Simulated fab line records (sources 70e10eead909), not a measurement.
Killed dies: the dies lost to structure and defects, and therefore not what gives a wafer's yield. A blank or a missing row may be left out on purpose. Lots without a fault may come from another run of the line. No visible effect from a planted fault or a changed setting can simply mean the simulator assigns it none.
Chamber matching || flow nand-harc || 4 sister chambers for NHARC_A_STAIRCASE_ETCH_253 on rie-diel-03
The step etches the open film in C4F8/O2, target depth 50 nm, time 20.2 s. 27 wafers are shown with their chamber, then 12 later ones without.

WAFERS PAIRED WITH THEIR CHAMBERS
{"wafer": "L075.2", "chamber": 0, "rf-vpp-V (V)": 897, "oes-product-au (a.u.)": 0.922}
{"wafer": "L075.4", "chamber": 1, "rf-vpp-V (V)": 899, "oes-product-au (a.u.)": 0.934}
{"wafer": "L075.5", "chamber": 1, "rf-vpp-V (V)": 902, "oes-product-au (a.u.)": 0.931}
{"wafer": "L076.1", "chamber": 3, "rf-vpp-V (V)": 895, "oes-product-au (a.u.)": 0.919}
{"wafer": "L076.2", "chamber": 0, "rf-vpp-V (V)": 898, "oes-product-au (a.u.)": 0.923}
{"wafer": "L076.6", "chamber": 2, "rf-vpp-V (V)": 888, "oes-product-au (a.u.)": 0.933}
{"wafer": "L077.1", "chamber": 3, "rf-vpp-V (V)": 897, "oes-product-au (a.u.)": 0.953}
{"wafer": "L077.2", "chamber": 0, "rf-vpp-V (V)": 898, "oes-product-au (a.u.)": 0.952}
{"wafer": "L077.3", "chamber": 2, "rf-vpp-V (V)": 888, "oes-product-au (a.u.)": 0.964}
{"wafer": "L077.4", "chamber": 0, "rf-vpp-V (V)": 897, "oes-product-au (a.u.)": 0.949}
{"wafer": "L077.5", "chamber": 2, "rf-vpp-V (V)": 888, "oes-product-au (a.u.)": 0.961}
{"wafer": "L077.6", "chamber": 3, "rf-vpp-V (V)": 895, "oes-product-au (a.u.)": 0.967}
{"wafer": "L079.4", "chamber": 3, "rf-vpp-V (V)": 896, "oes-product-au (a.u.)": 0.936}
{"wafer": "L079.5", "chamber": 0, "rf-vpp-V (V)": 898, "oes-product-au (a.u.)": 0.929}
{"wafer": "L079.6", "chamber": 2, "rf-vpp-V (V)": 889, "oes-product-au (a.u.)": 0.934}
{"wafer": "L082.1", "chamber": 1, "rf-vpp-V (V)": 899, "oes-product-au (a.u.)": 0.977}
{"wafer": "L082.3", "chamber": 2, "rf-vpp-V (V)": 887, "oes-product-au (a.u.)": 0.963}
{"wafer": "L082.4", "chamber": 0, "rf-vpp-V (V)": 898, "oes-product-au (a.u.)": 0.949}
{"wafer": "L085.1", "chamber": 0, "rf-vpp-V (V)": 898, "oes-product-au (a.u.)": 0.950}
{"wafer": "L085.2", "chamber": 1, "rf-vpp-V (V)": 899, "oes-product-au (a.u.)": 0.950}
{"wafer": "L085.6", "chamber": 1, "rf-vpp-V (V)": 900, "oes-product-au (a.u.)": 0.961}
{"wafer": "L083.2", "chamber": 0, "rf-vpp-V (V)": 899, "oes-product-au (a.u.)": 0.974}
{"wafer": "L083.3", "chamber": 3, "rf-vpp-V (V)": 895, "oes-product-au (a.u.)": 0.961}
{"wafer": "L083.4", "chamber": 2, "rf-vpp-V (V)": 887, "oes-product-au (a.u.)": 0.968}
{"wafer": "L084.3", "chamber": 3, "rf-vpp-V (V)": 895, "oes-product-au (a.u.)": 0.934}
{"wafer": "L084.4", "chamber": 2, "rf-vpp-V (V)": 887, "oes-product-au (a.u.)": 0.951}
{"wafer": "L084.5", "chamber": 1, "rf-vpp-V (V)": 899, "oes-product-au (a.u.)": 0.946}

SIGNATURES (means of the wafers above)
{"reading": "rf-vpp-V", "chamber 0": 897.88, "chamber 1": 899.67, "chamber 2": 887.71, "chamber 3": 895.50, "scatter within a chamber": 0.863}
{"reading": "oes-product-au", "chamber 0": 0.94350, "chamber 1": 0.94983, "chamber 2": 0.95343, "chamber 3": 0.94500, "scatter within a chamber": 0.017}
Rule: distance of a wafer from a chamber = root of the sum over the readings of ((wafer's reading minus chamber's mean) / reading's scatter) squared. The wafer belongs to the nearest chamber; if the next one is less than 2 further off, it can't be placed. The scatter is the square root of a quotient: the sum, over the shown wafers, of each reading's squared deviation from its chamber's mean, divided by wafers minus chambers.

WAFERS WITH NO CHAMBER GIVEN
{"wafer": "L095.4", "rf-vpp-V (V)": 888, "oes-product-au (a.u.)": 0.960}
{"wafer": "L095.5", "rf-vpp-V (V)": 897, "oes-product-au (a.u.)": 0.980}
{"wafer": "L095.6", "rf-vpp-V (V)": 900, "oes-product-au (a.u.)": 0.959}
{"wafer": "L094.2", "rf-vpp-V (V)": 887, "oes-product-au (a.u.)": 0.964}
{"wafer": "L094.4", "rf-vpp-V (V)": 895, "oes-product-au (a.u.)": 0.967}
{"wafer": "L094.5", "rf-vpp-V (V)": 889, "oes-product-au (a.u.)": 0.966}
{"wafer": "L096.2", "rf-vpp-V (V)": 898, "oes-product-au (a.u.)": 0.957}
{"wafer": "L096.4", "rf-vpp-V (V)": 897, "oes-product-au (a.u.)": 0.963}
{"wafer": "L096.5", "rf-vpp-V (V)": 888, "oes-product-au (a.u.)": 0.951}
{"wafer": "L097.1", "rf-vpp-V (V)": 886, "oes-product-au (a.u.)": 0.951}
{"wafer": "L097.2", "rf-vpp-V (V)": 897, "oes-product-au (a.u.)": 0.968}
{"wafer": "L097.5", "rf-vpp-V (V)": 886, "oes-product-au (a.u.)": 0.953}

CHAMBER TAKEN BY EACH
{"wafer": "L095.4", "from the rows above": 2, "in truth": 2}
{"wafer": "L095.5", "from the rows above": "can't be placed: 0 or 3 or 1", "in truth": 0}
{"wafer": "L095.6", "from the rows above": "can't be placed: 1 or 0", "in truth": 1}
{"wafer": "L094.2", "from the rows above": 2, "in truth": 2}
{"wafer": "L094.4", "from the rows above": 3, "in truth": 3}
{"wafer": "L094.5", "from the rows above": 2, "in truth": 2}
{"wafer": "L096.2", "from the rows above": "can't be placed: 0 or 1", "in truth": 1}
{"wafer": "L096.4", "from the rows above": "can't be placed: 0 or 3 or 1", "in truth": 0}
{"wafer": "L096.5", "from the rows above": 2, "in truth": 2}
{"wafer": "L097.1", "from the rows above": 2, "in truth": 2}
{"wafer": "L097.2", "from the rows above": "can't be placed: 0 or 3 or 1", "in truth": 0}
{"wafer": "L097.5", "from the rows above": 2, "in truth": 2}
7 of 12 placed correctly. Unplaceable from these rows: 5, with the true chamber sitting among the candidates in 5. Number placed wrongly: 0.
